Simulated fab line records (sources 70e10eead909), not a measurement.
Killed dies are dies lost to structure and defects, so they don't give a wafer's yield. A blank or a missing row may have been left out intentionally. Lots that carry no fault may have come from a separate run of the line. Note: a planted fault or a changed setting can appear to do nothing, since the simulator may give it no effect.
What tool caused it? ; flow nand harc ; 11 lots with 33 wafers sampled at 5 steps, on a route of 1159 steps

## WHAT EACH GAUGE READ, for each wafer
NHARC_A_BLC_CD_MEAS_19. Usual: 100.1 nm for cd nm, sd 1.8.
lot;measured;on;cd nm (nm);flag
L518;day 17 13:26;cd sem-03;100.1 102.5 98.5;
L519;day 17 22:17;cd sem-01;100.0 102.2 98.8;
L521;day 18 00:14;cd sem-03;98.2 100.1 97.2;
L520;day 18 00:50;cd sem-01;97.6 98.5 100.7;
L525;day 19 06:09;cd sem-02;99.6 99.3 99.6;
L527;day 19 13:15;cd sem-03;98.1 98.0 99.5;
L528;day 19 20:11;cd sem-02;97.0 103.8 103.6;
L536;day 21 20:24;cd sem-01;99.7 101.2 99.6;
L538;day 21 21:13;cd sem-02;97.9 100.8 99.5;
L537;day 22 04:55;cd sem-01;98.8 102.1 101.1;
L535;day 22 05:57;cd sem-02;98.9 97.6 97.7;

NHARC_END_SORT_01. Usual: defect limited yield 95.4 %, standard deviation 1.3; killed at array 27, standard deviation 8; killed at other 0.8, standard deviation 1.2; killed at periphery 3.3, standard deviation 2.3; killed dies 31, standard deviation 8.8; killed open 3.2, standard deviation 2.1; killed short 2.1, standard deviation 1.4; sort_bin_2_pct 1.4 %, standard deviation 0.55; sort_bin_3_pct 0.25 %, standard deviation 0.2; sort_bin_4_pct 2.9 %, standard deviation 0.92; sort n pass 646, standard deviation 8.8; sort rim yield pct 95.5 %, standard deviation 2.7; sort yield pct 95.4 %, standard deviation 1.3.
lot;measured;on;defect limited yield (%);killed at array;killed at other;killed at periphery;killed dies;killed open;killed short;sort_bin_2_pct (%);sort_bin_3_pct (%);sort_bin_4_pct (%);sort n pass;sort rim yield pct (%);sort yield pct (%);flag
L518;day 19 09:50;prober-02;95.7 94.4 96.2;25 35 22;1 0 1;3 3 3;29 38 26;4 11 4;1 4 3;1.5 2.1 1.0;0.30 0.15 0.30;2.5 3.4 2.5;648 639 651;100.0 97.2 98.1;95.7 94.4 96.2;
L521;day 20 06:18;prober-01;94.7 95.4 95.0;27 23 24;0 0 0;9 8 10;36 31 34;3 5 4;3 2 5;1.3 0.7 1.8;0 0.59 0.15;4.0 3.2 3.1;641 646 643;90.6 97.2 95.3;94.7 95.4 95.0;
L520;day 20 14:07;prober-01;96.0 95.3 96.0;24 28 24;1 0 0;2 4 3;27 32 27;3 0 6;2 6 5;1.0 1.5 1.3;0.44 0.59 0.30;2.5 2.7 2.4;650 645 650;98.1 94.3 96.2;96.0 95.3 96.0;
L525;day 21 11:08;prober-01;0 0 0;675 674 673;0 0 0;2 3 4;677 677 677;0 1 3;4 3 4;98.8 98.7 96.2;0.15 0 0.30;1.0 1.3 3.5;0 0 0;0 0 0;0 0 0;OFF
L527;day 21 13:59;prober-02;0 0 0;674 673 675;0 0 0;3 4 2;677 677 677;3 4 3;2 3 0;98.2 97.5 97.9;0.15 0 0.15;1.6 2.5 1.9;0 0 0;0 0 0;0 0 0;OFF
L528;day 21 21:26;prober-01;0 0 0;676 675 672;0 0 1;1 2 4;677 677 677;3 1 3;2 2 2;98.4 97.8 97.8;0 0.30 0.15;1.6 1.9 2.1;0 0 0;0 0 0;0 0 0;OFF
L537;day 24 05:47;prober-02;94.5 95.7 95.0;32 25 28;0 0 0;5 4 6;37 29 34;5 2 2;3 0 1;1.5 1.3 1.6;0 0 0;4.0 3.0 3.4;640 648 643;96.2 98.1 92.5;94.5 95.7 95.0;
L535;day 24 05:50;prober-01;95.6 95.1 95.3;28 31 29;1 0 1;1 2 2;30 33 32;4 6 4;1 4 1;1.3 1.3 1.6;0.44 0.30 0.15;2.7 3.2 3.0;647 644 645;93.4 92.5 96.2;95.6 95.1 95.3;

## WHICH TOOL RAN EACH LOT (tool, then ch and the chambers of the sampled wafers, then the start)
lot;NHARC_A_BLC_ETCH_18;NHARC_A_BLC_STRIP_29;NHARC_A_M0_ETCH_34
L518;rie diel-05 ch 0,2,3, day 17 13:26 or earlier;rie diel-05 ch 0,2,3, day 17 13:32;rie diel-02 ch 0,2,3, day 17 16:34
L519;rie diel-08 ch 1,2, day 17 22:17 or earlier;rie diel-08 ch 0,3, day 17 22:22;rie diel-02 ch 0,1, day 18 04:19
L521;rie diel-08 ch 1,3, day 18 00:14 or earlier;rie diel-09 ch 1,2,3, day 18 00:19;rie diel-02 ch 0,1,2, day 18 09:00
L520;rie diel-05 ch 1,2, day 18 00:50 or earlier;rie diel-09 ch 2,3, day 18 00:56;rie diel-02 ch 0,1,2, day 18 09:30
L525;rie diel-08 ch 1,3, day 19 06:09 or earlier;rie diel-05 ch 0,2,3, day 19 06:15;rie diel-07 ch 1,2, day 19 13:00
L527;rie diel-05 ch 0,1,3, day 19 13:15 or earlier;rie diel-08 ch 1,3, day 19 13:19;rie diel-02 ch 0,3, day 19 21:47
L528;rie diel-05 ch 2,3, day 19 20:11 or earlier;rie diel-05 ch 1,2,3, day 19 20:19;rie diel-04 ch 2,3, day 20 02:52
L536;rie diel-08 ch 1,2, day 21 20:24 or earlier;rie diel-05 ch 0,1,3, day 21 20:29;rie diel-07 ch 0,1,3, day 22 04:03
L538;rie diel-09 ch 0,1,3, day 21 21:13 or earlier;rie diel-08 ch 1,3, day 21 21:17;rie diel-07 ch 1,2, day 22 05:12
L537;rie diel-08 ch 1,3, day 22 04:55 or earlier;rie diel-08 ch 1,2,3, day 22 05:00;rie diel-07 ch 1,2, day 22 09:44
L535;rie diel-05 ch 0,1,3, day 22 05:57 or earlier;rie diel-08 ch 1,2, day 22 06:02;rie diel-02 ch 0,1,2, day 22 09:59
- NHARC_A_BLC_ETCH_18: etches the open film in C4F8/O2/Ar, target depth 910 nm.
- NHARC_A_BLC_STRIP_29: strips in CF4.
- NHARC_A_M0_ETCH_34: etches the open film in N2/H2, target depth 40 nm, overetch 12 nm, time 43.94 s.

## WHAT THE TOOLS THEMSELVES READ (means of the sampled wafers that have a number; where no wafer has one, the mark that the record gives instead)
NHARC_A_BLC_ETCH_18. Usual: bias w 1500 W, standard deviation 3.9; chamber pressure mTorr 24.999 mTorr, standard deviation 0.022; oes product au 0.949 a.u., standard deviation 0.021; rf vpp V 982 V, standard deviation 3.9.
lot;tool;bias w (W);chamber pressure mTorr (mTorr);oes product au (a.u.);rf vpp V (V);flag
L518;rie diel-05;1494;24.988;0.967;982;
L519;rie diel-08;1501;25.012;0.926;982;
L521;rie diel-08;1498;25.004;0.936;984;
L520;rie diel-05;1500;24.996;0.962;981;
L525;rie diel-08;1504;24.993;0.927;984;
L527;rie diel-05;1499;24.989;0.968;983;
L528;rie diel-05;1504;24.999;0.937;980;
L536;rie diel-08;1496;25.009;0.971;982;
L538;rie diel-09;1502;24.992;0.956;972;
L537;rie diel-08;1500;24.987;0.964;983;
L535;rie diel-05;1503;24.991;0.973;983;

NHARC_A_BLC_STRIP_29. Usual: drypump motor current A 5.9 A, standard deviation 0.52; mfc ar sccm 0.004 sccm, standard deviation 0.0097; oes product au 0.999 a.u., standard deviation 0.01; rf vpp V 59.5 V, standard deviation 0.95; showerhead plenum p Torr 1.80 Torr, standard deviation 0.061; throttle valve pct 13.284 %, standard deviation 0.0088.
lot;tool;drypump motor current A (A);mfc ar sccm (sccm);oes product au (a.u.);rf vpp V (V);showerhead plenum p Torr (Torr);throttle valve pct (%);flag
L518;rie diel-05;5.6;0.000;1.001;59.1;1.81;13.281;
L519;rie diel-08;5.8;0.003;0.999;59.4;1.84;13.275;
L521;rie diel-09;6.4;0.000;0.997;59.0;1.67;13.278;
L520;rie diel-09;6.6;0.000;1.001;57.8;1.66;13.290;
L525;rie diel-05;5.6;0.000;1.000;59.8;1.81;13.282;
L527;rie diel-08;6.2;0.023;1.002;60.1;1.83;13.285;
L528;rie diel-05;5.8;0.000;0.998;60.0;1.82;13.290;
L536;rie diel-05;6.2;0.000;0.987;59.2;1.83;13.280;
L538;rie diel-08;6.2;0.023;0.997;60.0;1.83;13.289;
L537;rie diel-08;5.9;0.013;1.005;59.3;1.83;13.294;
L535;rie diel-08;6.0;0.022;1.008;58.4;1.81;13.280;

NHARC_A_M0_ETCH_34. Usual: bias w 150.0 W, standard deviation 0.46; chamber pressure mTorr 29.996 mTorr, standard deviation 0.028; drypump motor current A 5.7 A, standard deviation 0.3; mfc ar sccm 0.008 sccm, standard deviation 0.011; oes product au 0.998 a.u., standard deviation 0.011; rf vpp V 431.1 V, standard deviation 2.6; showerhead plenum p Torr 2.06 Torr, standard deviation 0.09; throttle valve pct 14.171 %, standard deviation 0.0087.
lot;tool;bias w (W);chamber pressure mTorr (mTorr);drypump motor current A (A);mfc ar sccm (sccm);oes product au (a.u.);rf vpp V (V);showerhead plenum p Torr (Torr);throttle valve pct (%);flag
L518;rie diel-02;150.1;30.009;5.7;0.000;1.004;433.4;2.12;14.173;
L519;rie diel-02;149.9;30.001;5.7;0.012;1.010;429.1;1.99;14.174;
L521;rie diel-02;150.0;29.993;5.7;0.006;1.009;430.5;2.06;14.169;
L520;rie diel-02;149.9;29.992;5.7;0.006;1.004;431.4;2.05;14.175;
L525;rie diel-07;-;-;-;-;-;-;-;-;OFF
L527;rie diel-02;-;-;-;-;-;-;-;-;OFF
L528;rie diel-04;-;-;-;-;-;-;-;-;OFF
L536;rie diel-07;149.5;30.022;5.7;0.014;0.981;429.2;2.00;14.168;
L538;rie diel-07;149.7;29.993;5.3;0.021;0.994;429.0;2.01;14.174;
L537;rie diel-07;150.5;30.024;5.3;0.029;0.989;429.9;2.03;14.166;
L535;rie diel-02;149.8;29.962;5.7;0.006;0.997;430.5;2.05;14.174;

## THE ANSWER, worked out from the rows above alone
Rule: lot off if the mean of its wafers having a number is beyond 3 standard deviations from the usual mean. A lot without any number at a reading at which 4 lots or more have one is off too. Any other lot the step has rows for is counted as sound. After the gauges, taken in route order, come the tools' own readings; for these a lot's mean is taken, as printed above. At the first step where some lot is off, the reading lying furthest off is the one used; lots without a number count as furthest.
Off: L525, L527, L528, at NHARC_END_SORT_01 (sort_bin_2_pct). Neither off nor sound, because the step has no rows for them: L519, L536, L538.
A tool fits if, at a process step before that reading, it ran every lot that is off, and no sound lot after the first of them. The gauges at NHARC_END_SORT_01 aren't tried: what is off there is off at NHARC_A_M0_ETCH_34 too, on other tools, and a gauge's error can't cause that. Because NHARC_A_BLC_ETCH_18 lacks a start for some lots, the hours and order of its lots are taken from NHARC_A_BLC_CD_MEAS_19. Not one of the candidates tried fits.

## WHAT THE SIMULATOR HAD PUT IN
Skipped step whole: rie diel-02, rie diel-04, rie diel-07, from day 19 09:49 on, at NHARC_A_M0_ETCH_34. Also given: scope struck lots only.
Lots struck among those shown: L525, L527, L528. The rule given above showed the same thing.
